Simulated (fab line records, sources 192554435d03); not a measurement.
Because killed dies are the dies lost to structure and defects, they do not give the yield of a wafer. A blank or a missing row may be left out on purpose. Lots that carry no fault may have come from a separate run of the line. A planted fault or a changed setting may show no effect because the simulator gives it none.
Struck lot and sound lot, side by side    flow n5 finfet    19 steps out of a route of 1938
Sound: these wafers, L897.2, L897.3, L897.5. Struck: wafers L899.4, L899.5. (L899.6 of the same lot was not struck and is left out.) The cause comes at the end.
Order at every step that has rows: each side's tool, ch and its chambers, its first start. Under that, the readings that differ: sound wafers    struck wafers    difference of the means    sigmas: that difference in standard deviations of wafers without a fault.
alike: same words and numbers on both sides, and readings whose means sit less than 2 such deviations apart. not compared: any withheld reading, any reading some wafer has no value for, any bound like >300 that may hide the same value, and any number with overlapping values for which the record gives no deviation.
The two part at a step that has a row with sigmas, a row that says differs or no value, or rows on one side only. Numbers that don't overlap but have no deviation are shown without sigmas and don't part them. Lack of a reading on every wafer of one side parts them only where that side has two or more wafers.

first, 9 steps without rows for these wafers: N5_BEOL_M1_COAT_05 (resist thk 30 nm); N5_BEOL_M1_EBR_07; N5_BEOL_M1_SOFTBAKE_06 (time 60 s); N5_BEOL_M1_EXPOSE_08 (exposes mask M1); N5_BEOL_M1_PEB_09 (peb time 60 s); N5_BEOL_M1_DEVELOP_10 (develop time 30 s); N5_BEOL_M1_DESCUM_16 (chemistry O2, time 7 s); N5_BEOL_M1_ETCH_74 (etches underlayer in N2/H2, target depth 6.5 nm, time 5.2 s); N5_BEOL_M1_ETCH_63 (etches SiARC in CF4, target depth 15.6 nm, time 26 s).
N5_BEOL_M1_ETCH_64: etches SOC in N2/H2, target depth 75 nm, overetch 15 nm, time 112.5 s.
  sound on rie diel-02 ch 0,2, day 7 19:46; struck on rie diel-02 ch 0,3, day 8 01:00
reading                                     sound        struck   difference  sigmas
model.SiARC_of_BEOL_M1_COAT_62.thk nm (nm)  6.8 6.6 6.8  4.4 4.8  -2.1        
model.BEOL_M1.cd offset nm (nm)             0 0 -0.2     1.2 1.2  +1.3        
  alike: bias w, drypump motor current A, oes product au, rf fwd power W, rf vpp V, showerhead plenum p Torr, throttle valve pct
  not compared: rf hours counter h
then, 3 steps without rows for these wafers: N5_BEOL_M1_STRIP_65 (strips in N2/H2); N5_BEOL_M1_STRIP_75 (strips in N2/H2); N5_BEOL_M1_STRIP_66 (strips in CF4).
N5_BEOL_M1_HM_OPEN_17: chemistry Cl2/BCl3, target TiN, target depth 20 nm, overetch 6 nm.
  sound on rie metal-01 ch 0, day 7 19:56; struck on rie metal-02 ch 0,1, day 8 01:09
reading                          sound              struck       difference  sigmas
throttle valve pct (%)           21.67 21.68 21.69  22.22 22.14  +0.50       +2
model.BEOL_M1.cd offset nm (nm)  0.2 0 -0.2         1.2 1.4      +1.3        
  alike: bias w, drypump motor current A, oes product au, rf fwd power W
  not compared: rf hours counter h
then, 1 step without rows for these wafers: N5_BEOL_M1_STRIP_19 (strips in O2).
N5_BEOL_M1_CD_MEAS_18: pitch 36 nm, target cd 18 nm.
  sound: cd sem-02 at day 7 20:08; struck: cd sem-02 at day 8 01:18
reading     sound           struck     difference  sigmas
cd nm (nm)  18.2 18.0 17.9  19.1 19.6  +1.3        +4
then, 1 step without rows for these wafers: N5_BEOL_M1_COAT_67 (time 60 s, resist thk 60 nm).
N5_BEOL_M4_RC_MEAS_101:
  sound on prober-02 ch 0, day 9 12:48; struck on prober-02 ch 0, day 9 17:32
  alike: DIBL_N, DIBL_P, IOFF_N, IOFF_P, ION_N, ION_P, SS_N, SS_P, VT_N, VT_P
following that, these wafers have no rows for 1 step: N5_PASSIVATION_PROBE_49.

## WHERE THEY PART
At N5_BEOL_M1_HM_OPEN_17 first; at N5_BEOL_M1_CD_MEAS_18 last (within this record only). Later steps at which nothing parts them and some readings are alike: N5_BEOL_M4_RC_MEAS_101.

WHY: what had been put in by the simulator
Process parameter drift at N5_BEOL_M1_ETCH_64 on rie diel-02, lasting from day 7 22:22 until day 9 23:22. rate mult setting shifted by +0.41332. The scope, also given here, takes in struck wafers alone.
